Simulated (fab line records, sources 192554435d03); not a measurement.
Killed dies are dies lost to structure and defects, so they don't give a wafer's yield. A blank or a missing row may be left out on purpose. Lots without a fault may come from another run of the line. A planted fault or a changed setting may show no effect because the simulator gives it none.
Split-lot experiment | flow n5_finfet | 7 lots, 21 wafers read, on a route of 1938 steps

THE SPLIT
At N5_BEOL_M13_DEP_53 (deposits SiCN from 3MS/NH3, target thk 50 nm, time 17.8 s), the setting time_s was moved away from the recipe's 17.8 s on 10 of the 21 wafers read, by -10.6% to +6.9%. The other wafers ran this setting at the recipe's value.

The reading is taken at the split's own step.

THE READING
SiCN_of_BEOL_M13_DEP_53.thk_nm (the simulator's own value, which no gauge read), in nm, at N5_BEOL_M13_DEP_53 (deposits SiCN from 3MS/NH3, target thk 50 nm, time 17.8 s). The file gives no usual value for it. The 11 wafers here that ran the recipe average 50.3 nm, standard deviation 0.7 nm.

wafer  | tool, chamber at the split | time_s as run, s | against the recipe | SiCN_of_BEOL_M13_DEP_53.thk_nm, nm | against lot-mates on the recipe
L080.1 | pecvd-02, 1                | 16.18            | -9.1%              | 44.4                               | -6.2
L080.5 | pecvd-02, 0                | 17.8             | recipe             | 50.6                               | -
L080.6 | pecvd-02, 1                | 16.18            | -9.1%              | 44.8                               | -5.8
L078.3 | pecvd-03, 0                | 17.8             | recipe             | 50.2                               | -
L078.4 | pecvd-03, 0                | 19.02            | +6.9%              | 54.2                               | +3.3
L078.6 | pecvd-03, 2                | 17.8             | recipe             | 51.6                               | -
L085.1 | pecvd-03, 2                | 17.8             | recipe             | 50                                 | -
L085.4 | pecvd-03, 1                | 17.8             | recipe             | 50.8                               | -
L085.5 | pecvd-03, 2                | 17.8             | recipe             | 51                                 | -
L086.3 | pecvd-03, 0,2              | 15.92            | -10.6%             | 45.6                               | no lot-mate on the recipe
L086.5 | pecvd-03, 0,2              | 15.92            | -10.6%             | 45.6                               | no lot-mate on the recipe
L086.6 | pecvd-03, 0                | 15.92            | -10.6%             | 45.4                               | no lot-mate on the recipe
L091.2 | pecvd-03, 1                | 16.36            | -8.1%              | 45.8                               | -3.4
L091.3 | pecvd-03, 2                | 17.8             | recipe             | 49.2                               | -
L091.5 | pecvd-03, 2                | 16.36            | -8.1%              | 46.4                               | -2.8
L095.3 | pecvd-01, 2                | 16.85            | -5.3%              | 46.8                               | -3.6
L095.4 | pecvd-01, 2                | 17.8             | recipe             | 50.4                               | -
L095.6 | pecvd-01, 1                | 16.85            | -5.3%              | 47.4                               | -3.0
L094.3 | pecvd-02, 0                | 17.8             | recipe             | 49.2                               | -
L094.5 | pecvd-02, 0                | 17.8             | recipe             | 50                                 | -
L094.6 | pecvd-02, 2                | 17.8             | recipe             | 49.8                               | -
Where a row lists several chambers, the file gives one row for several wafers and doesn't say which wafer went through which chamber.

THE FIT
A straight line over all 21 wafers: SiCN_of_BEOL_M13_DEP_53.thk_nm changes by +0.518 nm for each +1% of time_s; r = +0.97; the points scatter about the line by 0.72 nm.
The same after taking each lot's own level away (the mean of its wafers on the recipe; 18 wafers): +0.537 nm for each +1%; r = +0.96; scatter 0.72 nm.
On that fit, the largest move of time_s shifts the reading by 5.7 nm.
The lots' own levels span 49.20 to 50.90 nm, that is 2.4 times the standard deviation above.
So the lot-to-lot level changes the slope little: the two slopes agree.
Check: with one of the wafers moved furthest among these (-9.1%) left out of the fit, the line predicts -4.61 nm for it against its lot-mates. It came out at -6.2 nm against them.

OTHER SPLITS ON THESE WAFERS
These wafers also went through other splits before the reading. Each is held against what the fit with the lots' levels taken away leaves over:
other split on the same wafers | wafers away from the commonest value | r with SiCN_of_BEOL_M13_DEP_53.thk_nm (lot level and that fit taken away)
N5_BEOL_M12_EXPOSE_07 dose_mj  | 6                                    | -0.30

THE FILE'S OWN FIT
SiCN_of_BEOL_M13_DEP_53.thk_nm changes by +0.536 nm for each +1% of time_s, r = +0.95.
